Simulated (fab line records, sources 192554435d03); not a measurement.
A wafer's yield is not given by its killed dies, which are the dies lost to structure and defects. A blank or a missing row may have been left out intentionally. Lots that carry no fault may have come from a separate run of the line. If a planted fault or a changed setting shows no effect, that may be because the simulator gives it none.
Matching of chambers | flow n5Finfet | N5_BEOL_M14_ETCH_67 on rieDiel-01: 4 sister chambers
The step etches SiARC in CF4, target depth 143 nm, time 238.3 s. 4 wafers are shown with their chamber, then 10 later ones without.

== WAFERS WITH THEIR CHAMBER ==
wafer  | chamber | showerheadPlenumPTorr (Torr)
L087.1 | 2       | 2.19
L087.5 | 3       | 2.10
L090.1 | 0       | 2.27
L090.3 | 1       | 2.16

== WAFERS WHOSE CHAMBER IS MISSING ==
wafer  | showerheadPlenumPTorr (Torr)
L090.6 | 2.27
L092.1 | 2.10
L092.2 | 2.27
L092.3 | 2.19
L093.1 | 2.27
L093.3 | 2.16
L093.4 | 2.10
L096.3 | 2.18
L096.5 | 2.16
L096.6 | 2.18

== WHICH CHAMBER EACH WENT THROUGH ==
wafer  | from the rows above | in truth
L090.6 | 0                   | 0
L092.1 | 3                   | 3
L092.2 | 0                   | 0
L092.3 | 2                   | 2
L093.1 | 0                   | 0
L093.3 | 1                   | 1
L093.4 | 3                   | 3
L096.3 | 2                   | 2
L096.5 | 1                   | 1
L096.6 | 2                   | 2
Placed correctly: 10 of 10. From these rows, 0 cannot be placed. Number placed wrongly: 0.
How it was worked out, from the rows above alone: a wafer's distance from a chamber is the root of the sum, over the readings, of the square of ((its reading less the chamber's mean) divided by the reading's scatter). The wafer belongs to the nearest chamber; if the next one is less than 2 further off, it can't be placed. For every chamber, the mean is computed from those of its wafers that are shown. The scatter (one wafer shown for each chamber): square how far every hidden wafer sits from the nearest shown wafer, average those squares and take the square root.
